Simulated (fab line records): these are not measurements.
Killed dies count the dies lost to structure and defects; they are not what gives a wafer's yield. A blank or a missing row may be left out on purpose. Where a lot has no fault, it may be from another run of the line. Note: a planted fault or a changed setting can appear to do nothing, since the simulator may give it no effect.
fab line records	flow n5_finfet
record: lots: 7	wafers: 21
route steps=1938 shown BEOL_M5@1123 BEOL_M6@1251
start_h: start of the lot's first displayed wafer, in hours after the record's first day	wait_h: hours since the lot's step before	" unchanged from the row above	L1.1+2: a single row standing in for several wafers	- either no value or no given start	* or withheld: withheld	< > ~ a bound
route shown NAME@n: NAME is a module with steps in the file, n the number in the route of the first one	usual: mean and standard deviation over wafers with no fault	same: alike in all rows	chamber/n: place in a boat	sites: each site's reading	_std_site: how widely they spread, as a standard deviation	_edge_site: inner sites' mean taken away from outer sites' mean	radius_mm: how far each site lies from the wafer's centre	mask NAME#n: copy n	behind: the most recent tool/chamber to have shaped the wafer	hold: what put the lot on hold/how long, in hours/how the hold closed	device: the transistor (n, p or np) that didn't switch	end of line: tests of these same wafers at the route's end	step lacking rows: just its recipe	killed: count of dies lost to structure and defects at first sort (not the wafer's yield)	map: dies across one wafer; x = killed, . = not, _ = none there
set.NAME: the setting that was run; set.NAME@STEP: the one run at that earlier step	model.NAME: the simulator's own value behind a step, which no gauge read
lots run with intentionally changed settings; tables by step, rows by wafer
== steps ==
step: N5_BEOL_M5_EXPOSE_08
recipe: mask_id: M5	na: 0.33	source_shape: annular	sigma_inner: 0.4	sigma_outer: 0.8	polarization: unpolarized	target_cd_nm: 28	dose_mj: 35.75
lot.wafer	tool	chamber	start_h	wait_h	mask	set.dose_mj
L076.1	euv_scanner-02	0	194.60	-	M5#0	38.29
L076.3+6	"	0	"	"	M5#0	35.75
L077.1+2	euv_scanner-02	0	199.84	-	M5#0	33.46
L077.6	"	0	"	"	M5#0	35.75
L081.1+2+3	euv_scanner-02	0	238.87	-	M5#0	35.75
L084.2	euv_scanner-02	0	248.51	-	M5#0	35.75
L084.4+6	"	0	"	"	M5#0	34.67
L085.1+2	euv_scanner-02	0	252.00	-	M5#0	35.75
L085.5	"	0	"	"	M5#0	33.94
L088.1+6	euv_scanner-02	0	285.19	-	M5#0	35.75
L088.5	"	0	"	"	M5#0	33.46
L094.1	euv_scanner-01	0	333.45	-	M5#0	35.75
L094.3+6	"	0	"	"	M5#0	33.91
step: N5_BEOL_M5_PEB_09
recipe: peb_temp_c: 100	peb_time_s: 60	resist: CAR-EUV
step: N5_BEOL_M5_DEVELOP_10
recipe: develop_time_s: 30	developer: TMAH	resist: CAR-EUV	rinse_liquid: surfactant_rinse	dry: air_spin	dev_temp_c: 23
step: N5_BEOL_M5_CD_MEAS_11
recipe: target_cd_nm: 27.74	landing_energy_ev: 500	detector: se_inlens
usual: cd_nm: 27.99/0.27
lot.wafer	tool	chamber	start_h	wait_h	set.dose_mj@BEOL_M5_EXPOSE_08	cd_nm
L076.1	cd_sem-03	0	194.73	-	38.29	29.42
L076.3	"	0	"	"	35.75	28.52
L076.6	"	0	"	"	35.75	28.13
L077.1	cd_sem-03	0	199.97	-	33.46	26.68
L077.2	"	0	"	"	33.46	26.54
L077.6	"	0	"	"	35.75	28.04
L081.1	cd_sem-01	0	239.00	-	35.75	28.03
L081.2	"	0	"	"	35.75	28.47
L081.3	"	0	"	"	35.75	28.10
L084.2	cd_sem-03	0	248.63	-	35.75	27.95
L084.4	"	0	"	"	34.67	27.18
L084.6	"	0	"	"	34.67	27.16
L085.1	cd_sem-03	0	252.12	-	35.75	27.87
L085.2	"	0	"	"	35.75	28.14
L085.5	"	0	"	"	33.94	26.80
L088.1	cd_sem-01	0	285.32	-	35.75	27.77
L088.5	"	0	"	"	33.46	26.22
L088.6	"	0	"	"	35.75	28.04
L094.1	cd_sem-01	0	333.58	-	35.75	28.13
L094.3	"	0	"	"	33.91	26.73
L094.6	"	0	"	"	33.91	26.51
step: N5_BEOL_M5_DESCUM_16
recipe: chemistry: O2	time_s: 7	source_power_w: 50	bias_power_w: 20	pressure_mtorr: 20	rf_frequency_hz: 2.712e+07	temp_c: 40	resist: CAR-EUV	o2_flow_sccm: 225
lot.wafer	tool	chamber	start_h	wait_h	set.dose_mj@BEOL_M5_EXPOSE_08	model.BEOL_M5.cd_nm
L076.1	rie_diel-02	3	194.85	0.0	38.29	29.6
L076.3	"	2	"	"	35.75	28.2
L076.6	"	2	"	"	35.75	28
L077.1	rie_diel-02	0	200.09	0.0	33.46	26.4
L077.2	"	1	"	"	33.46	26.8
L077.6	"	2	"	"	35.75	28.4
L081.1	rie_diel-02	2	239.12	0.0	35.75	28.2
L081.2	"	3	"	"	35.75	28
L081.3	"	0	"	"	35.75	27.8
L084.2	rie_diel-01	1	250.42	1.7	35.75	28
L084.4	"	0	"	"	34.67	27.6
L084.6	"	2	"	"	34.67	27.2
L085.1	rie_diel-01	2	254.02	1.8	35.75	27.8
L085.2	"	0	"	"	35.75	28
L085.5	"	3	"	"	33.94	26.6
L088.1	rie_diel-03	1	285.44	0.0	35.75	27.8
L088.5	"	2	"	"	33.46	26.4
L088.6	"	1	"	"	35.75	28.2
L094.1	rie_diel-02	1	335.21	1.5	35.75	28
L094.3	"	3	"	"	33.91	26.8
L094.6	"	0	"	"	33.91	26.6
step: N5_BEOL_M5_ETCH_72
recipe: chemistry: N2/H2	target: underlayer	target_depth_a: 65	mask_material: CAR-EUV	time_s: 5.2	ion_energy_ev: 200	pressure_mtorr: 30	source_w: 840	bias_w: 150	n2_flow_sccm: 200	h2_flow_sccm: 200	ends: cleared
step: N5_BEOL_M5_ETCH_61
recipe: chemistry: CF4	target: SiARC	target_depth_a: 156	mask_material: CAR-EUV	time_s: 26	ion_energy_ev: 80	pressure_mtorr: 40	source_w: 545	bias_w: 36	Ar_flow_sccm: 100	cf4_flow_sccm: 100	ends: cleared
step: N5_BEOL_M5_STRIP_73
recipe: chemistry: N2/H2	temp_c: 40	n2_flow_sccm: 200	h2_flow_sccm: 200	rf_frequency_hz: 6e+07
step: N5_BEOL_M5_STRIP_64
recipe: chemistry: CF4	resist: SiARC	power_w: 300	bias_power_w: 75	pressure_mtorr: 50	cf4_flow_sccm: 150	rf_frequency_hz: 6e+07
step: N5_BEOL_M5_HM_OPEN_17
recipe: chemistry: Cl2/BCl3	target_depth_a: 200	overetch_a: 60	target: TiN	mask_material: SOC	ion_energy_ev: 150	pressure_mtorr: 10	icp_w: 1000	bias_w: 126	Cl2_flow_sccm: 53.25	bcl3_flow_sccm: 21.75	Ar_flow_sccm: 25
lot.wafer	tool	chamber	start_h	wait_h	set.target_thk_a@BEOL_M5_HM_DEP_02	set.dose_mj@BEOL_M5_EXPOSE_08	model.BEOL_M5.cd_nm	model.etch.depth_nm
L076.1	rie_metal-03	1	195.10	0.0	200	38.29	29.6	20.19
L076.3	"	0	"	"	200	35.75	28.2	20.43
L076.6	"	0	"	"	212.6	35.75	28	21.76
L077.1	rie_metal-02	0	200.34	0.0	200	33.46	26.4	19.68
L077.2	"	1	"	"	210.4	33.46	26.4	21.04
L077.6	"	1	"	"	210.4	35.75	28.4	20.77
L081.1	rie_metal-02	1	239.37	0.0	200	35.75	28.4	19.7
L081.2	"	0	"	"	200	35.75	28.2	19.5
L081.3	"	0	"	"	200	35.75	28	19.58
L084.2	rie_metal-02	0	250.69	0.1	200	35.75	28.2	20.11
L084.4	"	1	"	"	200	34.67	27.6	19.88
L084.6	"	1	"	"	200	34.67	27.4	20.34
L085.1	rie_metal-01	0	254.34	0.1	184.3	35.75	28	18.43
L085.2	"	1	"	"	200	35.75	28	19.84
L085.5	"	0	"	"	200	33.94	26.6	19.71
L088.1	rie_metal-03	1	285.69	0.0	200	35.75	27.8	19.4
L088.5	"	1	"	"	215.9	33.46	26.6	21.65
L088.6	"	0	"	"	200	35.75	28.2	20.04
L094.1	rie_metal-02	1	335.94	0.5	200	35.75	27.8	19.72
L094.3	"	1	"	"	221.1	33.91	26.8	21.75
L094.6	"	1	"	"	200	33.91	26.4	19.61
step: N5_BEOL_M5_STRIP_19
recipe: chemistry: O2	power_w: 400	temp_c: 40	pressure_mtorr: 30	rf_frequency_hz: 6e+07	bias_power_w: 0	overash_fraction: 0.2	o2_flow_sccm: 225
step: N5_BEOL_M5_CD_MEAS_18
recipe: pitch_nm: 56	target_cd_nm: 28
usual: cd_nm: 28.1/0.32
lot.wafer	tool	chamber	start_h	wait_h	set.dose_mj@BEOL_M5_EXPOSE_08	cd_nm
L076.1	cd_sem-03	-	195.28	0.0	38.29	29.6
L076.3	"	-	"	"	35.75	28.3
L076.6	"	-	"	"	35.75	28.1
L077.1	cd_sem-03	-	200.52	0.0	33.46	26.1
L077.2	"	-	"	"	33.46	26.4
L077.6	"	-	"	"	35.75	28.5
L081.1	cd_sem-03	-	239.55	0.0	35.75	28.6
L081.2	"	-	"	"	35.75	28.4
L081.3	"	-	"	"	35.75	28.4
L084.2	cd_sem-03	-	251.18	0.1	35.75	28.3
L084.4	"	-	"	"	34.67	27.4
L084.6	"	-	"	"	34.67	27.2
L085.1	cd_sem-02	-	254.60	0.0	35.75	28.2
L085.2	"	-	"	"	35.75	27.9
L085.5	"	-	"	"	33.94	26.5
L088.1	cd_sem-02	-	285.87	0.0	35.75	28.3
L088.5	"	-	"	"	33.46	26.6
L088.6	"	-	"	"	35.75	27.9
L094.1	cd_sem-01	-	336.38	0.0	35.75	27.5
L094.3	"	-	"	"	33.91	26.8
L094.6	"	-	"	"	33.91	26.8
step: N5_BEOL_M5_COAT_65
recipe: resist: SOC	temp_c: 250	time_s: 60	spin_rpm: 1500	resist_thk_nm: 60
step: N5_BEOL_M5_COAT_66
recipe: resist: SiARC	temp_c: 220	time_s: 60	spin_rpm: 1500	resist_thk_nm: 12
step: N5_BEOL_M5_DESCUM_33
recipe: chemistry: O2	time_s: 7	source_power_w: 50	bias_power_w: 20	pressure_mtorr: 20	rf_frequency_hz: 2.712e+07	temp_c: 40	resist: CAR-EUV	o2_flow_sccm: 225
step: N5_BEOL_M5_ETCH_75
recipe: chemistry: N2/H2	target: underlayer	target_depth_a: 65	mask_material: CAR-EUV	time_s: 5.2	ion_energy_ev: 200	pressure_mtorr: 30	source_w: 840	bias_w: 150	n2_flow_sccm: 200	h2_flow_sccm: 200	ends: cleared
step: N5_BEOL_M5_ETCH_67
recipe: chemistry: CF4	target: SiARC	target_depth_a: 156	mask_material: CAR-EUV	time_s: 26	ion_energy_ev: 80	pressure_mtorr: 40	source_w: 545	bias_w: 36	Ar_flow_sccm: 100	cf4_flow_sccm: 100	ends: cleared
lot.wafer	tool	chamber	start_h	wait_h	set.dose_mj@BEOL_M5_EXPOSE_08	model.BEOL_M5.cd_nm
L076.1	rie_diel-02	3	195.90	0.0	38.29	29.6
L076.3	"	0	"	"	35.75	28.6
L076.6	"	1	"	"	35.75	27.8
L077.1	rie_diel-03	0	201.57	0.0	33.46	26.6
L077.2	"	2	"	"	33.46	27
L077.6	"	3	"	"	35.75	28.2
L081.1	rie_diel-02	2	240.88	0.0	35.75	28.4
L081.2	"	0	"	"	35.75	28
L081.3	"	3	"	"	35.75	27.6
L084.2	rie_diel-02	2	253.66	0.0	35.75	28.2
L084.4	"	0	"	"	34.67	28.2
L084.6	"	3	"	"	34.67	27.4
L085.1	rie_diel-02	3	256.11	0.0	35.75	28
L085.2	"	0	"	"	35.75	28.4
L085.5	"	2	"	"	33.94	26.4
L088.1	rie_diel-01	3	287.99	0.0	35.75	27.8
L088.5	"	2	"	"	33.46	27
L088.6	"	1	"	"	35.75	28.2
L094.1	rie_diel-02	2	342.76	0.0	35.75	28
L094.3	"	1	"	"	33.91	26.8
L094.6	"	2	"	"	33.91	26.4
step: N5_BEOL_M5_ETCH_68
recipe: chemistry: N2/H2	target: SOC	target_depth_a: 800	overetch_a: 160	mask_material: SiARC	temp_c: 40	time_s: 120	ion_energy_ev: 200	pressure_mtorr: 30	source_w: 840	bias_w: 150	n2_flow_sccm: 200	h2_flow_sccm: 200
lot.wafer	tool	chamber	start_h	wait_h	set.dose_mj@BEOL_M5_EXPOSE_08	model.BEOL_M5.cd_nm
L076.1	rie_diel-02	3	195.93	0.0	38.29	29.4
L076.3	"	0	"	"	35.75	28.6
L076.6	"	1	"	"	35.75	27.6
L077.1	rie_diel-03	0	201.60	0.0	33.46	26.4
L077.2	"	2	"	"	33.46	27
L077.6	"	3	"	"	35.75	28.2
L081.1	rie_diel-02	2	240.91	0.0	35.75	28.6
L081.2	"	0	"	"	35.75	28
L081.3	"	3	"	"	35.75	27.6
L084.2	rie_diel-02	2	253.69	0.0	35.75	28.4
L084.4	"	0	"	"	34.67	28.2
L084.6	"	3	"	"	34.67	27.6
L085.1	rie_diel-02	3	256.13	0.0	35.75	28
L085.2	"	0	"	"	35.75	28.4
L085.5	"	2	"	"	33.94	26.8
L088.1	rie_diel-01	3	288.02	0.0	35.75	27.8
L088.5	"	2	"	"	33.46	27.2
L088.6	"	1	"	"	35.75	28.2
L094.1	rie_diel-02	2	342.78	0.0	35.75	28.2
L094.3+6	"	1,2	"	"	33.91	26.6
step: N5_BEOL_M5_TRENCH_ETCH_37
recipe: chemistry: C4F6/O2	target_depth_a: 716.52	target: SiCOH_lowk	time_s: 24.7	ion_energy_ev: 250	pressure_mtorr: 30	source_w: 345	bias_w: 185	Ar_flow_sccm: 300	C4F6_flow_sccm: 10	O2_flow_sccm: 10
lot.wafer	tool	chamber	start_h	wait_h	set.bias_w	set.dose_mj@BEOL_M5_EXPOSE_08	model.BEOL_M5.cd_nm
L076.1	rie_diel-02	3	-	-	185	38.29	29.6
L076.3	"	0	"	"	163.1	35.75	28.2
L076.6	"	1	"	"	185	35.75	27.8
L077.1	rie_diel-03	0	-	-	185	33.46	26.4
L077.2	"	2	"	"	185	33.46	26.2
L077.6	"	3	"	"	185	35.75	28.2
L081.1	rie_diel-02	2	-	-	185	35.75	28.4
L081.2	"	0	"	"	185	35.75	28.2
L081.3	"	3	"	"	185	35.75	28
L084.2	rie_diel-02	2	-	-	185	35.75	28.2
L084.4	"	0	"	"	163.9	34.67	27.6
L084.6	"	3	"	"	185	34.67	27.4
L085.1	rie_diel-02	3	-	-	217.9	35.75	28.2
L085.2	"	0	"	"	217.9	35.75	28
L085.5	"	2	"	"	217.9	33.94	26.6
L088.1	rie_diel-01	3	-	-	155.1	35.75	28
L088.5	"	2	"	"	155.1	33.46	26.4
L088.6	"	1	"	"	155.1	35.75	28.2
L094.1	rie_diel-02	2	-	-	185	35.75	27.8
L094.3	"	1	"	"	161.4	33.91	26.6
L094.6	"	2	"	"	161.4	33.91	26.4
step: N5_BEOL_M5_ETCH_41
recipe: chemistry: CH3F/O2	target: SiCN	target_depth_a: 315	taper_deg: 2	time_s: 56.7	ion_energy_ev: 120	mask_material: TiN	pressure_mtorr: 30	source_w: 395	bias_w: 75	Ar_flow_sccm: 150	CH3F_flow_sccm: 30	O2_flow_sccm: 20
step: N5_BEOL_M5_STRIP_91
recipe: chemistry: N2/H2	time_s: 10	power_w: 450	temp_c: 40	pressure_mtorr: 20	rf_frequency_hz: 6e+07	bias_power_w: 7	n2_flow_sccm: 200	h2_flow_sccm: 200
step: N5_BEOL_M5_PRECLEAN_42
recipe: chemistry: residue_remover	time_s: 60	temp_c: 40
step: N5_BEOL_M5_SRD_43
recipe: time_s: 30	temp_c: 23	rinse_liquid: diw	dry: ipa_marangoni
step: N5_BEOL_M5_CD_MEAS_35
recipe: target_cd_nm: 28	target_cd_y_nm: 24	polarity: opening
usual: cd_nm: 28.06/0.3
lot.wafer	tool	chamber	start_h	wait_h	set.dose_mj@BEOL_M5_EXPOSE_08	cd_nm
L076.1	cd_sem-02	-	196.42	0.0	38.29	29.47
L076.3	"	-	"	"	35.75	28.48
L076.6	"	-	"	"	35.75	27.82
L077.1	cd_sem-02	-	202.09	0.0	33.46	26.55
L077.2	"	-	"	"	33.46	26.29
L077.6	"	-	"	"	35.75	28.29
L081.1	cd_sem-02	-	241.41	0.0	35.75	28.53
L081.2	"	-	"	"	35.75	28.27
L081.3	"	-	"	"	35.75	28.10
L084.2	cd_sem-02	-	254.18	0.0	35.75	28.35
L084.4	"	-	"	"	34.67	27.45
L084.6	"	-	"	"	34.67	26.98
L085.1	cd_sem-01	-	256.63	0.0	35.75	28.13
L085.2	"	-	"	"	35.75	27.97
L085.5	"	-	"	"	33.94	26.60
L088.1	cd_sem-02	-	288.51	0.0	35.75	28.08
L088.5	"	-	"	"	33.46	26.51
L088.6	"	-	"	"	35.75	28.44
L094.1	cd_sem-03	-	343.28	0.0	35.75	28.04
L094.3	"	-	"	"	33.91	26.94
L094.6	"	-	"	"	33.91	26.57
step: N5_BEOL_M5_CURE_80
recipe: temp_c: 370	time_s: 120	ambient: DMADMS/He	material: SiCOH_lowk
step: N5_BEOL_M5_DEGAS_44
recipe: ambient: vacuum	temp_c: 250	time_s: 60
step: N5_BEOL_M5_ECD_50
recipe: material: Cu	target_thk_a: 3000
step: N5_BEOL_M5_ANNEAL_51
recipe: temp_c: 225	time_s: 90	ambient: N2
step: N5_BEOL_M5_CMP_52
recipe: stop_on: SiCOH_lowk	t_overpolish_s: 6.9	down_force_psi: 1	platen_rpm: 50	clearing_platen_down_force_psi: 1.5	clearing_platen_rpm: 50	post_cmp_clean: cu_alkaline	target_thk_nm: 62	clearing_platen_pad_velocity_m_s: 0.99484	pad_velocity_m_s: 0.99484
lot.wafer	tool	chamber	start_h	wait_h	set.bias_w@BEOL_M5_TRENCH_ETCH_37	model.Cu_of_BEOL_M5_ECD_50.thk_nm
L076.1	cmp-04	3	202.69	0.3	185	65.2
L076.3	"	2	"	"	163.1	60.4
L076.6	"	0	"	"	185	63.6
L077.2	cmp-02	3	208.31	0.2	185	64
L077.1	"	0	"	"	185	63.2
L077.6	"	0	"	"	185	61.6
L081.1	cmp-02	1	249.75	0.3	185	62.8
L081.2	"	3	"	"	185	61.8
L081.3	"	0	"	"	185	63.4
L084.2	cmp-03	2	260.33	0.3	185	61.6
L084.4	"	3	"	"	163.9	58.4
L084.6	"	1	"	"	185	61.4
L085.2+5	cmp-02	1,0	266.94	0.2	217.9	65
L085.1	"	3	"	"	217.9	65.6
L088.1	cmp-02	1	294.72	0.3	155.1	58.6
L088.5	"	3	"	"	155.1	57.6
L088.6	"	0	"	"	155.1	57
L094.1	cmp-04	1	349.31	0.3	185	62.4
L094.3	"	0	"	"	161.4	57.6
L094.6	"	1	"	"	161.4	58.6
step: N5_BEOL_M5_THK_MEAS_53
recipe: thk_meas_gauge: xrf	reads: Cu_of_BEOL_M5_ECD_50
usual: M5_THK: 61.1/1.5
lot.wafer	tool	chamber	start_h	wait_h	set.bias_w@BEOL_M5_TRENCH_ETCH_37	M5_THK[nm]
L076.1	film_metro-02	-	202.98	-	185	64.1
L076.3	"	-	"	"	163.1	59.1
L076.6	"	-	"	"	185	63.0
L077.1	film_metro-02	-	208.61	-	185	62.5
L077.2	"	-	"	"	185	63.6
L077.6	"	-	"	"	185	60.5
L081.1	film_metro-01	-	250.05	-	185	62.3
L081.2	"	-	"	"	185	61.7
L081.3	"	-	"	"	185	63.4
L084.2	film_metro-02	-	260.55	-	185	61.4
L084.4	"	-	"	"	163.9	58.3
L084.6	"	-	"	"	185	61.3
L085.1	film_metro-01	-	267.20	-	217.9	65.3
L085.2	"	-	"	"	217.9	64.7
L085.5	"	-	"	"	217.9	64.7
L088.1	film_metro-01	-	294.94	-	155.1	58.2
L088.5	"	-	"	"	155.1	57.1
L088.6	"	-	"	"	155.1	56.9
L094.1	film_metro-02	-	349.61	-	185	61.9
L094.3	"	-	"	"	161.4	57.1
L094.6	"	-	"	"	161.4	58.1
step: N5_BEOL_M5_PRE_CLEAN_77
recipe: gas: NH3/H2	time_s: 15	temp_c: *	rf_power_w: 300
step: N5_BEOL_M5_CO_CAP_78
recipe: material: Co	target_thk_a: 20	temp_c: 200	precursor: CCTBA/H2	pressure_torr: 30	time_s: 102.1
step: N5_BEOL_M5_PRE_CLEAN_55
recipe: gas: NH3	time_s: 15	temp_c: withheld	rf_power_w: 300
step: N5_BEOL_M5_DEP_56
recipe: material: SiCN	target_thk_a: 80	temp_c: withheld	precursor: 3MS/NH3	pressure_torr: 3	rf_w: 202	time_s: 14
step: N5_BEOL_M5_RS_MEAS_57
recipe: thk_meas_gauge: four-point-probe	reads: Co_of_BEOL_M5_CO_CAP_78+Cu_of_BEOL_M5_ECD_50+Co_of_BEOL_M5_CVD_47+TaN_of_BEOL_M5_ALD_86
usual: M5_RS: 0.390/0.011
lot.wafer	tool	chamber	start_h	wait_h	set.bias_w@BEOL_M5_TRENCH_ETCH_37	M5_RS[ohm/sq]
L076.1	film_metro-01	-	203.24	0.0	185	0.363
L076.3	"	-	"	"	163.1	0.398
L076.6	"	-	"	"	185	0.374
L077.1	film_metro-02	-	208.87	0.0	185	0.378
L077.2	"	-	"	"	185	0.373
L077.6	"	-	"	"	185	0.390
L081.1	film_metro-02	-	250.31	0.0	185	0.382
L081.2	"	-	"	"	185	0.388
L081.3	"	-	"	"	185	0.376
L084.2	film_metro-01	-	260.81	0.1	185	0.389
L084.4	"	-	"	"	163.9	0.415
L084.6	"	-	"	"	185	0.391
L085.1	film_metro-02	-	267.46	0.0	217.9	0.361
L085.2	"	-	"	"	217.9	0.366
L085.5	"	-	"	"	217.9	0.366
L088.1	film_metro-02	-	295.20	0.0	155.1	0.413
L088.5	"	-	"	"	155.1	0.423
L088.6	"	-	"	"	155.1	0.429
L094.1	film_metro-02	-	349.87	0.0	185	0.383
L094.3	"	-	"	"	161.4	0.423
L094.6	"	-	"	"	161.4	0.416
step: N5_BEOL_M6_ALD_77
recipe: material: TaN	target_thk_a: 20	temp_c: 275	ald_precursor_family: PDMAT	ald_co_reactant: NH3	pressure_torr: 3	carrier_flow_sccm: 1500	pulse_time_s: 2	purge_time_s: 3	co_reactant_purge_time_s: 2	co_reactant_pulse_time_s: 3	ald_cycles: 40	precursor_vessel_temp_c: 75	precursor_vessel_pressure_torr: 26.25	precursor_vessel_carrier_sccm: 1000
lot.wafer	tool	chamber	start_h	wait_h	set.ald_cycles	model.TaN_of_BEOL_M6_ALD_77.thk_nm
L076.1+3	ald_metal-04	1,3	212.77	0.0	46	2.4
L076.6	"	0	"	"	46	2.2
L077.1+6	ald_metal-04	3,0	214.09	0.1	40	2
L077.2	"	0	"	"	36	1.8
L081.1+2+3	ald_metal-01	0,3,1	254.21	0.0	40	2
L084.2+4	ald_metal-04	1,0	267.88	0.0	34	1.8
L084.6	"	2	"	"	40	2
L085.1+5	ald_metal-02	2	271.49	0.0	40	2
L085.2	"	1	"	"	38	1.8
L088.1	ald_metal-01	1	301.59	0.1	46	2.2
L088.5+6	"	3,2	"	"	40	2
L094.1	ald_metal-04	1	359.30	0.1	35	1.8
L094.3+6	"	2,0	"	"	40	2
== key ==
split: step: N5_BEOL_M5_EXPOSE_08	setting: dose_mj	stated: 35.75	by: wafer
response: step: N5_BEOL_M5_CD_MEAS_11	reading: cd_nm	change: +0.227	per: 1%	r: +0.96
response: step: N5_BEOL_M5_DESCUM_16	reading: model.BEOL_M5.cd_nm	change: +0.245	per: 1%	r: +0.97
response: step: N5_BEOL_M5_HM_OPEN_17	reading: model.BEOL_M5.cd_nm	change: +0.247	per: 1%	r: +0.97
response: step: N5_BEOL_M5_CD_MEAS_18	reading: cd_nm	change: +0.25	per: 1%	r: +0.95
response: step: N5_BEOL_M5_ETCH_67	reading: model.BEOL_M5.cd_nm	change: +0.221	per: 1%	r: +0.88
response: step: N5_BEOL_M5_ETCH_68	reading: model.BEOL_M5.cd_nm	change: +0.211	per: 1%	r: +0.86
response: step: N5_BEOL_M5_TRENCH_ETCH_37	reading: model.BEOL_M5.cd_nm	change: +0.262	per: 1%	r: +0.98
response: step: N5_BEOL_M5_CD_MEAS_35	reading: cd_nm	change: +0.257	per: 1%	r: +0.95
split: step: N5_BEOL_M5_TRENCH_ETCH_37	setting: bias_w	stated: 185	by: wafer
response: step: N5_BEOL_M5_CMP_52	reading: model.Cu_of_BEOL_M5_ECD_50.thk_nm	change: +0.318	per: 1%	r: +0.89
response: step: N5_BEOL_M5_THK_MEAS_53	reading: M5_THK	change: +0.328	per: 1%	r: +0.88
response: step: N5_BEOL_M5_RS_MEAS_57	reading: M5_RS	change: -0.00251	per: 1%	r: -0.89
split: step: N5_BEOL_M6_ALD_77	setting: ald_cycles	stated: 40	by: wafer
response: step: N5_BEOL_M6_ALD_77	reading: model.TaN_of_BEOL_M6_ALD_77.thk_nm	change: +0.0157	per: 1%	r: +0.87
split outside_this_file step=N5_BEOL_M5_HM_DEP_02 setting=target_thk_a
split outside_this_file: this setting was split too, and the file shows its column; the key of that split is in another file
